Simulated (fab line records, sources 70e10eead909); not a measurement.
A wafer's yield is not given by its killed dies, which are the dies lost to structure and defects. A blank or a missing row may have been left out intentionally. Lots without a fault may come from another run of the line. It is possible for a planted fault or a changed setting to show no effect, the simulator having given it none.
fab line records    flow nand_harc
record: lots: 14  wafers: 42  last_day: 33
route steps=1302 shown A_STAIRCASE@889 A_SGD_CUT@890 A_SLIT@922 END@1302
lots that met no fault: from a run of the same line without faults
start_h: hours from the record's first day to the start of the lot's first wafer shown    wait_h: hours from the lot's prior step to this one    " the same as in the row above    L1.1+2: several wafers, shown together as one row    - value missing, or start not given    * or withheld: withheld    < > ~ a bound
route shown NAME@n: a module of which the file shows steps, and the number in the route of the first    usual: mean/standard deviation taken from wafers without a fault    same: alike in all rows    chamber/n: place in a boat    sites: the reading at each site    _std_site: standard deviation across them    _edge_site: inner sites' mean taken away from outer sites' mean    radius_mm: for every site, how far away it sits from the centre of the wafer    mask NAME#n: copy n    behind: the tool/chamber that last shaped the wafer    hold: why the lot was held/for how many hours/how that ended    device: which transistor (n, p or np) failed to switch    end of line: the same wafers' tests at the end of the route    a step without rows: its recipe alone    killed: the dies lost at the first sort to structure and to defects; this is not the yield of the wafer    map: a wafer's dies, x killed, . not, _ none there
set.NAME: the run value of the setting; set.NAME@STEP: its run value at that earlier step    model.NAME: the simulator's own value behind a step, which no gauge read
a sample of lots followed through the steps of the route, with each step as a table and each wafer as a row
services: when a tool's chamber went out of use (start_h, in hours from the record's first day, below 0 if earlier), for how many hours, and the reason
== steps ==
step: NHARC_A_STAIRCASE_INSPECT_155
usual: raw_defect_count: 428/130
lot.wafer  tool               chamber  start_h  wait_h  raw_defect_count
L941.3     defect_inspect-01  -        458.45   0.1     368
L941.4     "                  -        "        "       268
L941.6     "                  -        "        "       455
L939.1     defect_inspect-02  -        458.67   0.1     450
L939.4     "                  -        "        "       415
L939.5     "                  -        "        "       349
L942.2     defect_inspect-01  -        462.52   0.1     366
L942.3     "                  -        "        "       506
L942.5     "                  -        "        "       654
L940.1     defect_inspect-01  -        462.80   0.1     606
L940.4     "                  -        "        "       627
L940.5     "                  -        "        "       378
L946.3     defect_inspect-02  -        534.20   0.1     580
L946.4     "                  -        "        "       704
L946.6     "                  -        "        "       616
L948.2     defect_inspect-01  -        543.23   0.1     514
L948.4     "                  -        "        "       331
L948.5     "                  -        "        "       433
L949.1     defect_inspect-02  -        543.34   0.1     308
L949.2     "                  -        "        "       314
L949.3     "                  -        "        "       669
L951.3     defect_inspect-01  -        580.49   0.1     336
L951.4     "                  -        "        "       579
L951.6     "                  -        "        "       599
L955.2     defect_inspect-02  -        598.83   0.1     333
L955.3     "                  -        "        "       519
L955.6     "                  -        "        "       426
L954.1     defect_inspect-02  -        619.67   0.1     385
L954.5     "                  -        "        "       481
L954.6     "                  -        "        "       567
L956.4     defect_inspect-01  -        633.58   0.1     257
L956.5     "                  -        "        "       369
L956.6     "                  -        "        "       246
L958.1     defect_inspect-01  -        639.51   0.1     383
L958.2     "                  -        "        "       392
L958.4     "                  -        "        "       302
L959.2     defect_inspect-02  -        646.86   0.1     247
L959.3     "                  -        "        "       286
L959.6     "                  -        "        "       274
L961.2     defect_inspect-02  -        663.88   0.1     380
L961.4     "                  -        "        "       204
L961.5     "                  -        "        "       251
step: NHARC_A_SGD_CUT_DEP_00
recipe: target_thk_a: 500  temp_c: 400  target_thk_nm: 50  flow_sccm: 200  rf_w: 450  material: SiNx
usual: heater_power_w: 679/69
lot.wafer  tool      chamber  start_h  wait_h  heater_power_w
L941.3     pecvd-03  1        458.57   0.1     745
L941.4     "         2        "        "       609
L941.6     "         1        "        "       744
L939.1     pecvd-01  0        458.79   0.1     726
L939.4     "         1        "        "       580
L939.5     "         0        "        "       752
L942.2     pecvd-03  1        462.62   0.1     735
L942.3     "         2        "        "       700
L942.5     "         1        "        "       744
L940.1     pecvd-02  0        462.93   0.1     583
L940.4     "         1        "        "       746
L940.5     "         2        "        "       688
L946.3     pecvd-02  0        534.29   0.1     604
L946.6     "         2        "        "       684
L946.4     "         1        "        "       752
L948.2     pecvd-02  0        543.32   0.1     530
L948.5     "         2        "        "       642
L948.4     "         1        "        "       653
L949.1     pecvd-01  1        543.41   0.1     655
L949.3     "         2        "        "       777
L949.2     "         0        "        "       748
L951.3     pecvd-01  2        580.58   0.1     757
L951.6     "         1        "        "       665
L951.4     "         0        "        "       738
L955.2     pecvd-03  0        598.89   0.1     636
L955.3     "         2        "        "       677
L955.6     "         0        "        "       631
L954.1     pecvd-01  1        619.74   0.1     635
L954.5     "         1        "        "       639
L954.6     "         2        "        "       702
L956.4     pecvd-01  2        633.73   0.2     779
L956.6     "         0        "        "       676
L956.5     "         1        "        "       739
L958.2     pecvd-01  1        639.58   0.1     623
L958.1     "         2        "        "       750
L958.4     "         2        "        "       731
L959.2     pecvd-03  0        646.96   0.1     606
L959.3     "         1        "        "       770
L959.6     "         0        "        "       622
L961.2     pecvd-02  1        663.95   0.1     767
L961.4     "         2        "        "       616
L961.5     "         0        "        "       573
step: NHARC_A_SGD_CUT_CMP_21
recipe: target_thk_nm: 148.19
usual: edge_zone_pressure_frac: 1.000/0.0048  motor_current_A: 11.8/1.1  time_to_endpoint_s: 51.3/2.9
lot.wafer  tool    chamber  start_h  wait_h  edge_zone_pressure_frac  motor_current_A  time_to_endpoint_s
L941.3     cmp-04  1        466.91   0.4     0.996                    12.1             55.6
L941.4     "       0        "        "       1.002                    11.7             44.9
L941.6     "       2        "        "       1.013                    10.3             49.0
L940.4     cmp-01  3        466.93   0.4     0.997                    9.6              52.2
L940.1     "       0        "        "       1.006                    13.8             51.5
L940.5     "       2        "        "       1.005                    12.5             54.3
L942.2     cmp-01  1        467.06   0.5     0.999                    13.1             50.7
L942.3     "       0        "        "       1.003                    13.1             52.7
L942.5     "       2        "        "       1.002                    12.2             50.1
L939.4     cmp-04  1        467.11   0.6     0.994                    12.0             52.2
L939.1     "       2        "        "       1.002                    10.3             52.1
L939.5     "       3        "        "       0.995                    13.5             47.2
L946.4     cmp-01  1        541.14   0.4     -                        -                -
L946.3     "       2        "        "       -                        -                -
L946.6     "       1        "        "       -                        -                -
L949.3     cmp-03  2        550.10   0.4     -                        -                -
L949.2     "       0        "        "       -                        -                -
L949.1     "       1        "        "       -                        -                -
L948.2     cmp-01  2        550.15   0.4     -                        -                -
L948.4     "       3        "        "       -                        -                -
L948.5     "       1        "        "       -                        -                -
L951.4     cmp-03  2        584.71   0.4     1.005                    13.1             55.2
L951.3     "       0        "        "       0.999                    10.9             52.5
L951.6     "       2        "        "       1.003                    12.9             53.9
L955.3     cmp-03  3        609.08   0.4     1.001                    11.3             50.0
L955.2     "       1        "        "       0.997                    11.3             54.2
L955.6     "       3        "        "       1.001                    10.9             51.9
L954.1     cmp-03  1        626.83   0.4     0.994                    10.3             55.1
L954.6     "       1        "        "       0.999                    10.4             59.1
L954.5     "       2        "        "       0.993                    13.2             56.4
L956.4     cmp-03  0        640.44   0.4     0.998                    11.3             54.2
L956.6     "       0        "        "       0.995                    10.9             55.1
L956.5     "       1        "        "       0.996                    10.6             58.0
L958.1     cmp-03  1        646.27   0.4     0.997                    10.5             52.3
L958.2     "       2        "        "       1.005                    11.8             50.6
L958.4     "       0        "        "       0.995                    11.5             47.1
L959.2     cmp-03  3        653.48   0.4     1.005                    10.9             48.1
L959.3     "       2        "        "       0.996                    12.4             50.4
L959.6     "       3        "        "       0.992                    11.5             48.0
L961.4     cmp-01  3        669.61   0.4     1.000                    9.8              46.7
L961.2     "       2        "        "       1.001                    12.6             50.8
L961.5     "       3        "        "       0.998                    9.3              50.2
step: NHARC_A_SLIT_DEP_25
recipe: target_thk_a: 2000  temp_c: 400  pressure_torr: 6.5  rf_w: 900  teos_flow_sccm: 161.4  flow_sccm: 2650  target_thk_nm: 200  gas: O2  material: SiO2
usual: heater_power_w: 554/100  throttle_valve_pct: 16.2/0.4
lot.wafer  tool      chamber  start_h  wait_h  heater_power_w  throttle_valve_pct
L941.3     pecvd-01  0        467.69   0.1     596             16.4
L941.4     "         0        "        "       616             15.9
L941.6     "         2        "        "       657             16.4
L940.1     pecvd-04  2        467.74   0.1     664             16.4
L940.5     "         1        "        "       737             16.1
L940.4     "         0        "        "       683             15.5
L939.1     pecvd-01  0        467.96   0.2     595             16.3
L939.5     "         0        "        "       584             16.1
L939.4     "         1        "        "       450             16.5
L942.2     pecvd-04  2        467.97   0.2     649             16.2
L942.3     "         0        "        "       610             15.7
L942.5     "         2        "        "       647             16.2
L951.3     pecvd-02  2        585.65   0.2     505             16.4
L951.6     "         0        "        "       341             16.8
L951.4     "         1        "        "       552             16.0
L955.2     pecvd-02  0        609.92   0.1     418             16.9
L955.3     "         2        "        "       460             16.0
L955.6     "         0        "        "       419             17.0
L954.1     pecvd-01  1        627.67   0.1     490             16.5
L954.5     "         1        "        "       501             16.6
L954.6     "         2        "        "       550             16.5
L956.4     pecvd-02  2        641.38   0.2     472             16.1
L956.6     "         0        "        "       438             17.3
L956.5     "         1        "        "       467             15.5
L958.1     pecvd-04  2        647.10   0.1     624             15.9
L958.2     "         1        "        "       698             15.9
L958.4     "         1        "        "       721             16.2
L959.2     pecvd-04  1        654.26   0.1     553             15.8
L959.3     "         0        "        "       677             16.0
L959.6     "         2        "        "       669             15.7
L961.2     pecvd-01  2        670.61   0.3     500             16.3
L961.5     "         0        "        "       492             16.7
L961.4     "         2        "        "       540             16.2
step: NHARC_END_SORT_01
recipe: temp_c: 25
usual: killed_at_array: 58/18  killed_at_other: 1.0/1.5  killed_at_periphery: 4/3.1  killed_dies: 64/18  killed_open: 3.4/1.9  killed_short: 2.7/1.7
same: gross_dies: 677
lot.wafer  tool       chamber  start_h  wait_h  killed_at_array  killed_at_other  killed_at_periphery  killed_dies  killed_open  killed_short
L946.3     prober-01  0        664.03   3.1     659              8                10                   677          2            2
L946.4     prober-01  0        664.84   3.4     664              2                11                   677          4            5
L946.6     prober-01  0        666.47   4.1     663              7                7                    677          3            1
L948.2     prober-01  0        671.32   2.8     668              1                8                    677          3            3
L948.4     prober-01  0        672.92   3.4     671              0                6                    677          5            2
L948.5     prober-01  0        673.73   3.7     665              1                11                   677          4            5
L949.1     prober-01  0        678.34   2.5     676              1                0                    677          1            2
L949.2     prober-01  0        679.14   2.8     676              0                1                    677          5            0
L949.3     prober-01  0        679.94   3.1     676              0                1                    677          4            2
L951.3     prober-01  0        712.50   3.1     72               0                3                    75           3            5
L951.4     prober-01  0        713.30   3.4     81               0                0                    81           1            5
L951.6     prober-01  0        714.89   4.0     84               0                4                    88           9            1
L955.2     prober-02  0        729.72   2.8     82               2                4                    88           6            4
L954.5     prober-01  0        746.63   3.8     73               0                3                    76           4            3
L956.4     prober-01  0        769.13   3.4     23               1                6                    30           1            5
L956.5     prober-01  0        769.94   3.7     25               1                2                    28           4            2
L956.6     prober-01  0        770.75   4.1     26               4                5                    35           5            5
L958.1     prober-02  0        776.75   2.5     73               1                3                    77           2            1
L958.2     prober-02  0        777.57   2.8     71               1                4                    76           2            4
L958.4     prober-02  0        779.19   3.4     69               6                8                    83           5            4
killed by level:class
L946.3 A_SGD_CUT:area_cmp=584 A_CHANNEL_HOLE_D1:chamber_film_flake=36 A_SLIT:chamber_film_flake=23 THIN_TSV:chamber_film_flake=8 A_CHANNEL_HOLE_D2:chamber_film_flake=7 P_CONTACT:chamber_film_flake=6 P_M2:chamber_film_flake=2 A_SGD_CUT:chamber_film_flake=2
L946.4 A_SGD_CUT:area_cmp=580 A_CHANNEL_HOLE_D1:chamber_film_flake=33 A_SLIT:chamber_film_flake=27 A_CHANNEL_HOLE_D2:chamber_film_flake=13 P_CONTACT:chamber_film_flake=5 P_M2:chamber_film_flake=4 A_ONON_D1:geometric_particle:open=2 A_SGD_CUT:chamber_film_flake=2
L946.6 A_SGD_CUT:area_cmp=578 A_CHANNEL_HOLE_D1:chamber_film_flake=36 A_SLIT:chamber_film_flake=30 A_CHANNEL_HOLE_D2:chamber_film_flake=9 THIN_TSV:chamber_film_flake=7 P_CONTACT:chamber_film_flake=4 A_CONTACT:chamber_film_flake=3 A_SGD_CUT:chamber_film_flake=2
L948.2 A_SGD_CUT:area_cmp=623 A_CHANNEL_HOLE_D1:chamber_film_flake=31 A_CONTACT:chamber_film_flake=5 P_M0:chamber_film_flake=3 P_CONTACT:geometric_particle:short=1 A_SOURCE_PLATE:geometric_particle:open=1 A_ONON_D2:geometric_particle:open=1 A_SGD_CUT:geometric_particle:open=1
L948.4 A_SGD_CUT:area_cmp=609 A_CHANNEL_HOLE_D1:chamber_film_flake=42 A_CONTACT:chamber_film_flake=6 P_STI:chamber_film_flake=2 P_BONDPAD:chamber_film_flake=2 A_WL_FILL:chamber_film_flake=2 P_M0:geometric_particle:open=1 A_CHANNEL_FILL_D1:geometric_particle:open=1
L948.5 A_SGD_CUT:area_cmp=612 A_CHANNEL_HOLE_D1:chamber_film_flake=34 P_BONDPAD:chamber_film_flake=5 A_DECK1_JOINT:chamber_film_flake=4 A_STAIRCASE:chamber_film_flake=3 A_WL_FILL:chamber_film_flake=2 P_CONTACT:geometric_particle:open=1 P_CONTACT:geometric_particle:short=1
L949.1 A_SGD_CUT:area_cmp=636 A_CHANNEL_HOLE_D1:chamber_film_flake=26 A_CONTACT:chamber_film_flake=4 A_SGD_CUT:chamber_film_flake=3 A_STAIRCASE:chamber_film_flake=2 A_CHANNEL_FILL_D1:geometric_particle:open=1 A_M0:geometric_particle:short=1 A_M1:geometric_particle:short=1
L949.2 A_SGD_CUT:area_cmp=628 A_CHANNEL_HOLE_D1:chamber_film_flake=30 A_CONTACT:chamber_film_flake=6 A_STAIRCASE:chamber_film_flake=4 A_CONTACT:geometric_particle:open=3 A_SLIT:chamber_film_flake=2 A_CHANNEL_HOLE_D1:geometric_particle:open=1 A_DECK1_JOINT:geometric_particle:open=1
L949.3 A_SGD_CUT:area_cmp=627 A_CHANNEL_HOLE_D1:chamber_film_flake=34 A_STAIRCASE:chamber_film_flake=4 A_CHANNEL_HOLE_D2:chamber_film_flake=2 A_CONTACT:chamber_film_flake=2 P_M1:geometric_particle:open=1 A_ONON_D2:geometric_particle:short=1 A_CHANNEL_FILL_D2:geometric_particle:open=1
L951.3 A_SLIT:chamber_film_flake=32 A_CHANNEL_HOLE_D1:chamber_film_flake=24 A_STAIRCASE:chamber_film_flake=3 A_DECK1_JOINT:geometric_particle:short=2 A_WL_FILL:geometric_particle:short=2 A_BLC:geometric_particle:open=2 A_CHANNEL_FILL_D1:chamber_film_flake=2 A_CONTACT:chamber_film_flake=2
L951.4 A_SLIT:chamber_film_flake=36 A_CHANNEL_HOLE_D1:chamber_film_flake=30 A_CONTACT:chamber_film_flake=3 A_STAIRCASE:chamber_film_flake=2 A_WL_FILL:chamber_film_flake=2 A_ONON_D1:geometric_particle:short=1 A_ONON_D2:geometric_particle:short=1 A_CHANNEL_HOLE_D2:geometric_particle:short=1
L951.6 A_CHANNEL_HOLE_D1:chamber_film_flake=36 A_SLIT:chamber_film_flake=36 P_GATE:chamber_film_flake=2 P_GATE:geometric_particle:open=1 A_ONON_D1:geometric_particle:short=1 A_CHANNEL_HOLE_D1:geometric_particle:open=1 A_ONON_D2:geometric_particle:open=1 A_CHANNEL_HOLE_D2:geometric_particle:open=1
L955.2 A_SLIT:chamber_film_flake=27 A_CHANNEL_HOLE_D2:chamber_film_flake=20 A_CONTACT:chamber_film_flake=11 A_CHANNEL_HOLE_D1:chamber_film_flake=6 A_STAIRCASE:chamber_film_flake=4 P_M2:chamber_film_flake=3 A_DECK1_JOINT:geometric_particle:open=2 A_WL_FILL:geometric_particle:open=2
L954.5 A_CHANNEL_HOLE_D1:chamber_film_flake=31 A_CHANNEL_HOLE_D2:chamber_film_flake=21 A_CONTACT:chamber_film_flake=5 A_SLIT:chamber_film_flake=4 A_STAIRCASE:chamber_film_flake=3 A_CHANNEL_FILL_D1:chamber_film_flake=2 A_CHANNEL_FILL_D2:chamber_film_flake=2 P_STI:geometric_particle:short=1
L956.4 A_SLIT:chamber_film_flake=10 A_CHANNEL_HOLE_D1:chamber_film_flake=4 P_GATE:chamber_film_flake=2 A_STAIRCASE:chamber_film_flake=2 A_WL_FILL:chamber_film_flake=2 P_M0:geometric_particle:open=1 P_M1:geometric_particle:short=1 A_CHANNEL_HOLE_D1:geometric_particle:short=1
L956.5 A_CHANNEL_HOLE_D1:chamber_film_flake=9 A_SLIT:chamber_film_flake=4 A_CHANNEL_FILL_D2:geometric_particle:open=2 A_ZERO_WELL:chamber_film_flake=2 A_CONTACT:chamber_film_flake=2 A_ONON_D1:geometric_particle:short=1 A_CHANNEL_FILL_D1:geometric_particle:short=1 A_ONON_D2:geometric_particle:open=1
L956.6 A_CHANNEL_HOLE_D1:chamber_film_flake=11 A_SLIT:chamber_film_flake=7 THIN_TSV:chamber_film_flake=3 A_M0:geometric_particle:short=2 P_STI:chamber_film_flake=2 P_GATE:geometric_particle:open=1 P_M0:geometric_particle:open=1 A_ONON_D1:geometric_particle:open=1
L958.1 A_SLIT:chamber_film_flake=30 A_CONTACT:chamber_film_flake=15 A_CHANNEL_HOLE_D2:chamber_film_flake=12 A_CHANNEL_HOLE_D1:chamber_film_flake=8 A_STAIRCASE:chamber_film_flake=3 P_CONTACT:chamber_film_flake=2 A_BLC:chamber_film_flake=2 P_M1:geometric_particle:open=1
L958.2 A_CHANNEL_HOLE_D2:chamber_film_flake=18 A_SLIT:chamber_film_flake=18 A_CONTACT:chamber_film_flake=12 A_CHANNEL_HOLE_D1:chamber_film_flake=8 A_BONDPAD:chamber_film_flake=7 A_ONON_D2:geometric_particle:short=2 P_ZERO_WELL:chamber_film_flake=2 P_GATE:chamber_film_flake=2
L958.4 A_SLIT:chamber_film_flake=30 A_CHANNEL_HOLE_D2:chamber_film_flake=11 A_CONTACT:chamber_film_flake=10 A_CHANNEL_HOLE_D1:chamber_film_flake=8 THIN_TSV:chamber_film_flake=6 A_BLC:geometric_particle:open=3 P_ZERO_WELL:chamber_film_flake=3 P_M0:geometric_particle:short=2
== services ==
tool      chamber  start_h  hours  kind
pecvd-03  -        437.17   4.6    repair
pecvd-04  -        450.00   13.0   pm
cmp-03    -        466.60   4.0    pm
cmp-01    -        468.56   0.9    repair
cmp-01    -        479.61   4.0    pm
pecvd-03  2        483.82   7.7    repair
cmp-01    -        491.14   0.7    repair
pecvd-01  -        492.85   13.0   pm
cmp-01    -        501.98   1.3    repair
cmp-01    -        533.22   3.2    repair
pecvd-03  1        542.80   23.6   repair
pecvd-01  -        545.39   3.4    repair
pecvd-03  -        547.75   13.0   pm
cmp-03    -        564.60   4.0    pm
cmp-03    -        573.88   1.9    repair
cmp-01    -        577.61   4.0    pm
pecvd-02  -        589.32   13.0   pm
cmp-03    -        591.49   3.9    repair
cmp-01    -        596.74   0.4    repair
pecvd-01  -        631.15   0.5    repair
cmp-01    -        635.40   2.7    repair
cmp-03    -        645.01   0.9    repair
cmp-03    -        662.60   4.0    pm
pecvd-02  -        669.94   1.5    repair
== key ==
first_sign: step: NHARC_A_SGD_CUT_CMP_21  reading: tool_record  direction: missing
effect: step: NHARC_END_SORT_01  reading: killed_at_array  direction: up  sigmas: 35  usual: 58  struck: 669
more_kills_born_at: NHARC_A_SGD_CUT_CMP_21@cmp-01: 3586  NHARC_A_SGD_CUT_CMP_21@cmp-03: 1891
met_at NHARC_A_SGD_CUT_CMP_21
struck_lots L946,L948,L949
later_rows_left_out L946.3,L946.4,L946.6,L948.2,L948.4,L948.5,L949.1,L949.2,L949.3
tester_left_out L946,L948,L949
not_acting_at NHARC_A_STAIRCASE_INSPECT_155,NHARC_A_SGD_CUT_DEP_00,NHARC_A_SLIT_DEP_25
onset_between 467.06 541.14
fault: kind: skipped_step_whole  tool: cmp-01,cmp-03  chamber: -  onset_h: 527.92  steps: NHARC_A_SGD_CUT_CMP_21  scope: struck_lots_only
tester_left_out: of these lots the tester's yield and bins aren't shown, on N5 and GAA mostly nor the transistor test; their killed dies are dies lost to structure and defects alone, not to doping, threshold or leakage, so they don't give the yield
later_rows_left_out: the simulator's readings of these wafers behind a module that went badly wrong aren't trusted and aren't shown, but for the sort
